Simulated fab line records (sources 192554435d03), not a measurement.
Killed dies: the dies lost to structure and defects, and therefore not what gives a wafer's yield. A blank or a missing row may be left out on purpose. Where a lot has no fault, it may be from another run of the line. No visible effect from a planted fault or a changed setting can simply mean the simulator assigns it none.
8D (eight disciplines) problem report, filled in by code / flow n5_finfet / the parts of the form that need people (team, actions taken, sign-off) are left out

1. WHAT WENT WRONG
At N5_BEOL_M3_ILD_DEP_00, susceptor_temp_C averages 343.74 C over 6 wafers from 2 lots, while fault-free wafers read 349.98 C, standard deviation 0.2. Measured from the usual mean, that is -31 standard deviations.
The step: deposits SiOC from DEMS/O2, target thk 79 nm, time 15.3 s.
Earliest sighting: wafer L397.1 on pecvd-03 at day 10 05:50. The record holds 30 wafers of 10 lots with a number at this step. Rule for "out", or "out of limits": more than 4 standard deviations from the usual mean. Any other wafer with a number is counted as sound.

2. WHAT THIS IS AND IS NOT
question=which readings at this step | is=susceptor_temp_C | is not=chamber_pressure_Torr, rf_fwd_power_W, throttle_valve_pct
question=which lots | is=L397, L398 | is not=L388, L389, L390, L391, L399, L404, L405, L408
question=which wafers of those lots | is=all that have a number | is not=-
question=read on which tools | is=pecvd-03 | is not=pecvd-01, pecvd-02
question=when | is=from day 10 05:50 | is not=up to then (12 sound wafers); but 12 sound wafers of L399, L404, L405, L408 came after

3. THE SUSPECTS, EACH WITH WHAT RULES IT OUT
Counting: a tool stays on the suspect list if, at a process step up to the reading, it processed all lots that are out and no sound lot following the first of them.
- pecvd-03 at N5_BEOL_M3_ILD_DEP_00 (deposits SiOC from DEMS/O2, target thk 79 nm, time 15.3 s): ruled out as a lasting fault. Sound lots L408 ran on it after its first lot that is out, L397 (day 10 05:50).
Left after counting: nothing in the record.

4. THE CAUSE (what the simulator had put in)
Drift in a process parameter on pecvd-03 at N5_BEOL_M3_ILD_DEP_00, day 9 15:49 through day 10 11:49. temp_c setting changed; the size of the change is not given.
Counting ruled it out, wrongly.

5. THE CHAIN OF EFFECTS, in route order
Each row: a reading whose mean over the struck wafers that have a number lies more than 3 standard deviations from the usual. Readings are gone through only where the record gives a usual standard deviation; hours: the median, over the lots, of the time from a lot's start at the first step in this table giving one to that lot's start at this step; sigmas: the change measured in usual standard deviations.
hours=0; step=N5_BEOL_M3_ILD_DEP_00; reading=susceptor_temp_C; usual=349.98 C; on struck wafers=343.74; change=-6.24; sigmas=-31
Its process steps:
- N5_BEOL_M3_ILD_DEP_00: deposits SiOC from DEMS/O2, target thk 79 nm, time 15.3 s.
At these later measuring or inspecting steps, every struck wafer for which the step has a row has a number for every such reading, and none has moved that far: N5_BEOL_M4_RC_MEAS_101.

6. WHAT WOULD HAVE CAUGHT IT SOONER
In this record no reading fell out of limits until day 10 05:50, 14 hours after the fault had begun at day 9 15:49.
